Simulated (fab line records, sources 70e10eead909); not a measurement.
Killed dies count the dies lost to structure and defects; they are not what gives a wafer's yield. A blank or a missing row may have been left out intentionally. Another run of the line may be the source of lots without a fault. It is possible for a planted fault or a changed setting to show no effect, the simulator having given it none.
fab line records ; flow nand_harc
record lots=13; wafers=39; last_day=25
route steps=1159 shown P_GATE@187 END@1159
lots with no fault: from the same line, run without faults
start_h: start of the lot's first displayed wafer, in hours after the record's first day ; wait_h: hours since the lot's step before ; " the same as in the row above ; L1.1+2: a single row standing in for several wafers ; - no value present, or no start provided ; * or withheld: withheld ; < > ~ a bound
route shown NAME@n: names a module that has steps shown in the file, with the first one's number in the route ; usual: mean and standard deviation over wafers with no fault ; same: alike in all rows ; chamber/n: place in a boat ; sites: each site's reading ; _std_site: standard deviation across them ; _edge_site: outer sites' mean less inner sites' ; radius_mm: how far each site lies from the wafer's centre ; mask NAME#n: copy n ; behind: the last tool/chamber to shape the wafer ; hold: cause of the lot's hold/its duration in hours/its outcome ; device: transistor that didn't switch, given as n, p or np ; end of line: tests run on the same wafers once the route is complete ; step lacking rows: just its recipe ; killed: at the first sort, the dies lost to defects and structure; wafer yield is something else ; map: the dies of a wafer, with x for killed, . for not killed, _ for no die there
set.NAME: the setting as run; set.NAME@STEP: as run at that earlier step ; model.NAME: the simulator's own value behind a step, which no gauge read
steps of the route over a sample of lots; a table a step, a row a wafer
services: the hour from which a tool's chamber was out of use, counted from the record's first day as start_h (under 0 if before that day), plus the number of hours and why
## steps
# step NHARC_P_GATE_DESCUM_61
# recipe time_s=3; o2_flow_sccm=200; ar_flow_sccm=0; bias_power_w=0; chemistry=O2
# usual drypump_motor_current_A=5.7/0.37; oes_product_au=0.997/0.01; rf_vpp_V=57.8/0.78; showerhead_plenum_p_Torr=1.90/0.09; throttle_valve_pct=11.312/0.0084
# same time_s=3
lot.wafer;tool;chamber;start_h;wait_h;drypump_motor_current_A;oes_product_au;rf_hours_counter_h;rf_vpp_V;showerhead_plenum_p_Torr;throttle_valve_pct
L389.1;rie_diel-05;2;105.52;-;5.7;0.999;40;57.1;1.97;11.312
L389.2;rie_diel-05;0;105.52;-;6.3;0.999;38;58.3;1.94;11.316
L389.3;rie_diel-05;1;105.52;-;5.6;0.994;43;57.7;1.85;11.302
L392.1;rie_diel-13;0;117.57;-;5.6;0.993;3;56.8;1.93;11.321
L392.3;rie_diel-13;2;117.57;-;5.3;1.006;4;57.8;2.00;11.309
L392.6;rie_diel-13;3;117.57;-;6.1;0.981;-;57.7;1.79;11.316
L391.4;rie_diel-03;2;118.10;-;5.7;1.005;12;58.7;2.05;11.312
L391.1;rie_diel-03;0;118.10;-;5.6;0.999;14;58.5;1.93;11.317
L391.6;rie_diel-03;2;118.10;-;5.7;1.010;-;58.4;2.05;11.315
L393.1;rie_diel-05;2;128.59;-;5.6;0.995;47;58.4;1.97;11.310
L393.3;rie_diel-05;3;128.59;-;5.3;1.005;45;59.5;1.98;11.321
L393.6;rie_diel-05;2;128.59;-;5.6;1.007;-;56.9;1.97;11.311
L394.1;rie_diel-03;3;128.96;-;5.3;1.003;15;56.6;1.78;11.312
L394.2;rie_diel-03;2;128.96;-;5.7;0.988;14;59.0;2.04;11.320
L394.6;rie_diel-03;0;128.96;-;5.6;0.998;-;58.5;1.93;11.311
L395.3;rie_diel-03;3;148.24;-;5.3;1.017;19;57.1;1.78;11.319
L395.1;rie_diel-03;0;148.24;-;5.5;1.007;19;56.4;1.93;11.307
L395.4;rie_diel-03;2;148.24;-;5.7;0.999;17;57.1;2.04;11.320
L398.3;rie_diel-05;3;155.91;-;5.3;0.999;55;59.1;1.97;11.303
L398.1;rie_diel-05;0;155.91;-;6.3;0.999;55;58.4;1.93;11.309
L398.4;rie_diel-05;0;155.91;-;6.3;0.999;-;58.6;1.93;11.322
L406.4;rie_diel-05;2;204.32;-;5.7;0.990;10;58.0;1.97;11.312
L406.3;rie_diel-05;3;204.32;-;5.3;0.978;10;58.5;1.97;11.314
L406.2;rie_diel-05;0;204.32;-;6.3;0.995;12;57.0;1.93;11.323
L408.3;rie_diel-05;2;218.63;-;5.7;0.974;16;56.8;1.97;11.315
L408.2;rie_diel-05;0;218.63;-;6.3;0.975;18;58.0;1.93;11.316
L408.6;rie_diel-05;2;218.63;-;5.7;0.979;-;57.8;1.97;11.310
L409.2;rie_diel-05;1;220.46;-;5.6;1.001;18;59.1;1.84;11.321
L409.3;rie_diel-05;0;220.46;-;6.3;1.009;19;58.6;1.93;11.301
L409.5;rie_diel-05;0;220.46;-;6.3;1.006;-;56.5;1.93;11.326
L410.2;rie_diel-03;1;229.67;-;6.4;1.015;1;58.6;1.79;11.310
L410.1;rie_diel-03;2;229.67;-;5.7;0.993;0;58.3;2.04;11.317
L410.4;rie_diel-03;0;229.67;-;5.6;1.009;0;57.3;1.92;11.313
L411.4;rie_diel-03;0;230.05;-;5.5;0.980;0;57.4;1.92;11.301
L411.6;rie_diel-03;3;230.05;-;5.3;1.015;-;57.6;1.77;11.307
L411.5;rie_diel-03;0;230.05;-;5.6;0.990;-;57.3;1.92;11.323
L412.1;rie_diel-03;0;241.90;-;5.6;1.002;1;58.0;1.92;11.309
L412.2;rie_diel-03;2;241.90;-;5.7;1.010;1;57.8;2.04;11.317
L412.5;rie_diel-03;0;241.90;-;5.6;0.989;-;58.6;1.92;11.314
# step NHARC_P_GATE_STRIP_112
# recipe power_w=1500; temp_c=110; time_s=200; chemistry=N2/H2
# usual drypump_motor_current_A=5.56/0.29; heater_power_w=93/8.8
# same time_s=200
lot.wafer;tool;chamber;start_h;wait_h;drypump_motor_current_A;heater_power_w;rf_hours_counter_h
L389.2;plasma_asher-02;0;106.06;0.3;5.86;81;35
L389.1;plasma_asher-02;1;106.06;0.3;5.87;84;35
L389.3;plasma_asher-02;1;106.06;0.3;5.86;85;-
L392.1;plasma_asher-01;1;117.97;0.2;5.21;98;3
L392.3;plasma_asher-01;0;117.97;0.2;5.47;104;-
L392.6;plasma_asher-01;1;117.97;0.2;5.21;98;-
L391.1;plasma_asher-01;0;118.48;0.2;5.48;103;3
L391.4;plasma_asher-01;0;118.48;0.2;5.50;103;-
L391.6;plasma_asher-01;0;118.48;0.2;5.47;105;-
L393.1;plasma_asher-01;0;128.99;0.2;5.48;99;5
L393.3;plasma_asher-01;1;128.99;0.2;5.21;96;-
L393.6;plasma_asher-01;1;128.99;0.2;5.20;98;-
L394.2;plasma_asher-02;0;129.32;0.2;5.86;86;43
L394.1;plasma_asher-02;1;129.32;0.2;5.86;83;43
L394.6;plasma_asher-02;1;129.32;0.2;5.89;82;-
L395.1;plasma_asher-02;1;148.61;0.2;5.88;84;48
L395.3;plasma_asher-02;1;148.61;0.2;5.88;82;-
L395.4;plasma_asher-02;0;148.61;0.2;5.86;84;-
L398.1;plasma_asher-01;0;156.29;0.2;5.46;101;13
L398.3;plasma_asher-01;0;156.29;0.2;5.47;100;-
L398.4;plasma_asher-01;1;156.29;0.2;5.20;101;-
L406.2;plasma_asher-01;0;204.69;0.2;5.48;101;37
L406.3;plasma_asher-01;0;204.69;0.2;5.46;103;-
L406.4;plasma_asher-01;1;204.69;0.2;5.22;99;-
L408.2;plasma_asher-02;0;219.05;0.2;5.88;78;9
L408.3;plasma_asher-02;0;219.05;0.2;5.88;80;-
L408.6;plasma_asher-02;0;219.05;0.2;5.85;79;-
L409.2;plasma_asher-02;0;220.90;0.2;5.87;80;10
L409.3;plasma_asher-02;0;220.90;0.2;5.89;78;-
L409.5;plasma_asher-02;0;220.90;0.2;5.89;76;-
L410.2;plasma_asher-02;1;230.22;0.3;5.87;87;13
L410.1;plasma_asher-02;0;230.22;0.3;5.91;79;13
L410.4;plasma_asher-02;1;230.22;0.3;5.86;87;-
L411.4;plasma_asher-01;0;230.50;0.2;5.47;103;-
L411.6;plasma_asher-01;0;230.50;0.2;5.47;102;-
L411.5;plasma_asher-01;1;230.50;0.2;5.20;99;-
L412.2;plasma_asher-01;1;242.25;0.2;5.20;100;48
L412.1;plasma_asher-01;0;242.25;0.2;5.46;101;48
L412.5;plasma_asher-01;1;242.25;0.2;5.18;97;-
# step NHARC_P_GATE_STRIP_113
# recipe power_w=1500; temp_c=110; time_s=740; chemistry=N2/H2
# usual drypump_motor_current_A=5.61/0.29; heater_power_w=92/9
# same time_s=740
lot.wafer;tool;chamber;start_h;wait_h;drypump_motor_current_A;heater_power_w;rf_hours_counter_h
L389.2;plasma_asher-02;1;107.97;0.4;5.88;85;37
L389.1;plasma_asher-02;0;107.97;0.4;5.95;84;37
L389.3;plasma_asher-02;0;107.97;0.4;5.92;84;-
L392.1;plasma_asher-01;1;119.87;0.3;5.22;100;3
L392.3;plasma_asher-01;1;119.87;0.3;5.22;99;-
L392.6;plasma_asher-01;1;119.87;0.3;5.23;99;-
L391.1;plasma_asher-02;0;120.36;0.3;5.86;84;41
L391.4;plasma_asher-02;0;120.36;0.3;5.84;85;-
L391.6;plasma_asher-02;1;120.36;0.3;5.88;85;-
L393.1;plasma_asher-02;1;130.65;0.3;5.88;84;44
L393.3;plasma_asher-02;0;130.65;0.3;5.92;85;-
L393.6;plasma_asher-02;0;130.65;0.3;5.89;84;-
L394.1;plasma_asher-01;1;131.08;0.2;5.22;99;6
L394.2;plasma_asher-01;0;131.08;0.2;5.46;103;6
L394.6;plasma_asher-01;0;131.08;0.2;5.46;103;-
L395.1;plasma_asher-02;1;150.42;0.4;5.87;82;50
L395.3;plasma_asher-02;1;150.42;0.4;5.89;84;-
L395.4;plasma_asher-02;0;150.42;0.4;5.90;82;-
L398.1;plasma_asher-02;1;157.88;0.2;5.86;83;51
L398.3;plasma_asher-02;1;157.88;0.2;5.86;82;-
L398.4;plasma_asher-02;0;157.88;0.2;5.83;85;-
L406.2;plasma_asher-01;1;206.41;0.2;5.22;101;37
L406.4;plasma_asher-01;1;206.41;0.2;5.21;98;-
L406.3;plasma_asher-01;0;206.41;0.2;5.46;99;-
L408.2;plasma_asher-01;0;220.61;0.2;5.47;102;42
L408.3;plasma_asher-01;1;220.61;0.2;5.23;97;-
L408.6;plasma_asher-01;1;220.61;0.2;5.22;100;-
L409.2;plasma_asher-02;0;222.73;0.3;5.92;79;11
L409.3;plasma_asher-02;1;222.73;0.3;5.88;87;-
L409.5;plasma_asher-02;1;222.73;0.3;5.86;86;-
L410.1;plasma_asher-01;0;231.80;0.2;5.45;103;46
L410.2;plasma_asher-01;1;231.80;0.2;5.20;100;46
L410.4;plasma_asher-01;0;231.80;0.2;5.47;100;-
L411.4;plasma_asher-02;0;232.38;0.3;5.89;79;-
L411.5;plasma_asher-02;0;232.38;0.3;5.86;79;-
L411.6;plasma_asher-02;1;232.38;0.3;5.86;86;-
L412.2;plasma_asher-02;1;243.97;0.2;5.91;87;17
L412.1;plasma_asher-02;0;243.97;0.2;5.91;79;17
L412.5;plasma_asher-02;0;243.97;0.2;5.88;81;-
# step NHARC_P_GATE_RTA_64
# recipe temp_c=1050; time_s=1
# usual anneal_temp_c_max=1054.4/0.84; lamp_power_pct=33.06/0.2; time_s=1/0; wafer_temp_C_max=1055.9/1.4
lot.wafer;tool;chamber;start_h;wait_h;anneal_temp_c_max;lamp_power_pct;time_s;wafer_temp_C_max
L389.1;rtp_anneal-01;0;109.53;-;1052.9;33.29;1;1054.8
L389.2;rtp_anneal-01;0;109.53;-;1055.7;33.31;1;1055.0
L389.3;rtp_anneal-01;0;109.53;-;1054.0;33.21;1;1055.9
L392.1;rtp_anneal-02;0;121.03;-;1055.5;32.91;1;1056.9
L392.3;rtp_anneal-02;0;121.03;-;1054.9;32.92;1;1056.5
L392.6;rtp_anneal-02;0;121.03;-;1054.3;32.87;1;1055.4
L391.1;rtp_anneal-02;0;121.69;-;1053.6;32.83;1;1056.7
L391.4;rtp_anneal-02;0;121.69;-;1053.9;32.89;1;1057.1
L391.6;rtp_anneal-02;0;121.69;-;1053.4;32.90;1;1055.7
L393.1;rtp_anneal-02;0;131.80;-;1053.6;32.87;1;1053.9
L393.3;rtp_anneal-02;0;131.80;-;1053.6;32.90;1;1054.2
L393.6;rtp_anneal-02;0;131.80;-;1053.8;32.91;1;1055.4
L394.1;rtp_anneal-01;0;132.35;-;1053.5;33.35;1;1054.2
L394.2;rtp_anneal-01;0;132.35;-;1055.8;33.23;1;1054.7
L394.6;rtp_anneal-01;0;132.35;-;1053.9;33.30;1;1056.0
L395.1;rtp_anneal-02;-;151.81;-;-;-;-;-
L395.3;rtp_anneal-02;-;151.81;-;-;-;-;-
L395.4;rtp_anneal-02;-;151.81;-;-;-;-;-
L398.1;rtp_anneal-01;-;159.16;-;-;-;-;-
L398.3;rtp_anneal-01;-;159.16;-;-;-;-;-
L398.4;rtp_anneal-01;-;159.16;-;-;-;-;-
L406.2;rtp_anneal-02;0;207.72;-;1055.5;32.99;1;1055.9
L406.3;rtp_anneal-02;0;207.72;-;1055.1;32.90;1;1054.3
L406.4;rtp_anneal-02;0;207.72;-;1053.5;32.96;1;1055.9
L408.2;rtp_anneal-02;0;221.92;-;1054.0;32.92;1;1056.5
L408.3;rtp_anneal-02;0;221.92;-;1054.4;32.96;1;1055.9
L408.6;rtp_anneal-02;0;221.92;-;1055.2;32.89;1;1057.0
L409.2;rtp_anneal-02;0;223.93;-;1054.0;32.91;1;1055.8
L409.3;rtp_anneal-02;0;223.93;-;1054.0;32.98;1;1056.4
L409.5;rtp_anneal-02;0;223.93;-;1055.1;32.94;1;1054.9
L410.1;rtp_anneal-02;0;233.08;-;1055.0;32.95;1;1056.4
L410.2;rtp_anneal-02;0;233.08;-;1055.5;32.96;1;1056.5
L410.4;rtp_anneal-02;0;233.08;-;1054.5;32.94;1;1056.1
L411.4;rtp_anneal-02;0;233.49;-;1055.3;32.91;1;1057.8
L411.5;rtp_anneal-02;0;233.49;-;1054.0;32.90;1;1055.0
L411.6;rtp_anneal-02;0;233.49;-;1056.0;32.88;1;1058.3
L412.1;rtp_anneal-02;0;245.37;-;1053.6;32.82;1;1056.8
L412.2;rtp_anneal-02;0;245.37;-;1054.7;32.95;1;1058.4
L412.5;rtp_anneal-02;0;245.37;-;1055.0;32.91;1;1055.7
# step NHARC_END_SORT_01
# recipe temp_c=25
# usual killed_at_array=25/9.2; killed_at_other=0.9/1.3; killed_at_periphery=3.3/2.3; killed_dies=29/9.6; killed_open=3.2/1.8; killed_short=2/1.4
# same gross_dies=677
lot.wafer;tool;chamber;start_h;wait_h;killed_at_array;killed_at_other;killed_at_periphery;killed_dies;killed_open;killed_short
L395.1;prober-01;0;475.49;2.5;15;0;662;677;2;0
L395.3;prober-01;0;477.07;3.1;23;0;654;677;2;5
L395.4;prober-01;0;477.86;3.4;24;0;653;677;1;1
L398.1;prober-02;0;478.13;2.6;50;3;624;677;7;1
L398.3;prober-02;0;479.72;3.1;36;1;640;677;4;0
L398.4;prober-02;0;480.52;3.4;28;2;647;677;1;3
# killed by level:class
L395.1 P_GATE:area_rta=661 A_CHANNEL_HOLE_D1:chamber_film_flake=8 A_STAIRCASE:chamber_film_flake=4 A_SOURCE_PLATE:geometric_particle:open=1 A_CONTACT:geometric_particle:open=1 P_STI:chamber_film_flake=1 A_CONTACT:chamber_film_flake=1
L395.3 P_GATE:area_rta=650 A_CHANNEL_HOLE_D1:chamber_film_flake=13 A_STAIRCASE:chamber_film_flake=4 P_CONTACT:geometric_particle:short=1 P_M0:geometric_particle:short=1 A_CHANNEL_HOLE_D1:geometric_particle:short=1 A_SGD_CUT:geometric_particle:short=1 A_BLC:geometric_particle:open=1
L395.4 P_GATE:area_rta=649 A_CHANNEL_HOLE_D1:chamber_film_flake=18 A_STAIRCASE:chamber_film_flake=3 P_STI:chamber_film_flake=2 A_CHANNEL_FILL_D1:geometric_particle:short=1 A_M0:geometric_particle:open=1 P_GATE:chamber_film_flake=1 P_M1:chamber_film_flake=1
L398.1 P_GATE:area_rta=619 A_CHANNEL_HOLE_D1:chamber_film_flake=19 A_SLIT:chamber_film_flake=11 P_ZERO_WELL:chamber_film_flake=3 A_STAIRCASE:chamber_film_flake=3 A_WL_FILL:chamber_film_flake=3 A_M0:chamber_film_flake=3 A_ONON_D1:geometric_particle:open=2
L398.3 P_GATE:area_rta=637 A_CHANNEL_HOLE_D1:chamber_film_flake=12 A_SLIT:chamber_film_flake=10 A_M0:chamber_film_flake=3 P_ZERO_WELL:chamber_film_flake=2 A_STAIRCASE:chamber_film_flake=2 A_SGD_CUT:chamber_film_flake=2 A_WL_FILL:chamber_film_flake=2
L398.4 P_GATE:area_rta=644 A_CHANNEL_HOLE_D1:chamber_film_flake=7 A_SLIT:chamber_film_flake=5 A_CONTACT:chamber_film_flake=4 A_WL_FILL:geometric_particle:short=3 P_ZERO_WELL:chamber_film_flake=3 A_STAIRCASE:chamber_film_flake=3 A_WL_FILL:chamber_film_flake=3
## services
tool;chamber;start_h;hours;kind
rie_diel-05;0;93.62;-;clean
rie_diel-05;1;93.62;-;clean
plasma_asher-01;-;99.14;9.0;pm
plasma_asher-01;0;99.14;9.0;vent_cycle
plasma_asher-01;1;99.14;9.0;vent_cycle
rie_diel-13;-;99.17;9.0;pm
plasma_asher-01;0;108.14;-;clean
plasma_asher-01;1;108.14;-;clean
rie_diel-13;1;113.80;4.9;repair
rie_diel-03;2;130.39;2.0;repair
rie_diel-05;2;134.26;2.8;repair
rie_diel-05;2;142.12;15.8;repair
rie_diel-05;-;149.34;1.9;repair
rie_diel-05;-;163.61;9.0;pm
plasma_asher-02;-;166.28;6.5;repair
plasma_asher-02;-;183.03;9.0;pm
plasma_asher-02;0;183.03;9.0;vent_cycle
plasma_asher-02;1;183.03;9.0;vent_cycle
plasma_asher-02;0;192.03;-;clean
plasma_asher-02;1;192.03;-;clean
rie_diel-13;3;205.91;4.2;repair
rie_diel-13;1;206.20;2.9;repair
rie_diel-05;3;215.20;4.7;repair
rie_diel-03;-;215.30;9.0;pm
## key
first_sign step=NHARC_P_GATE_RTA_64; reading=tool_record; direction=missing
effect step=NHARC_END_SORT_01; reading=killed_at_periphery; direction=up; sigmas=99+; usual=3.3; struck=646.7
more_kills_born_at NHARC_P_GATE_RTA_64@rtp_anneal-02=1960; NHARC_P_GATE_RTA_64@rtp_anneal-01=1900
met_at NHARC_P_GATE_RTA_64
struck_lots L395,L398
later_rows_left_out L395.1,L395.3,L395.4,L398.1,L398.3,L398.4
tester_left_out L395,L398
not_acting_at NHARC_P_GATE_DESCUM_61,NHARC_P_GATE_STRIP_112,NHARC_P_GATE_STRIP_113
onset_between 132.35 151.81
fault kind=skipped_step_whole; tool=rtp_anneal-01,rtp_anneal-02; chamber=-; onset_h=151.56; steps=NHARC_P_GATE_RTA_64; scope=struck_lots_only
# tester_left_out: of these lots the tester's yield and bins aren't shown, on N5 and GAA mostly nor the transistor test; their killed dies are dies lost to structure and defects alone, not to doping, threshold or leakage, so they don't give the yield
# later_rows_left_out: the simulator's readings of these wafers behind a module that went badly wrong aren't trusted and aren't shown, but for the sort
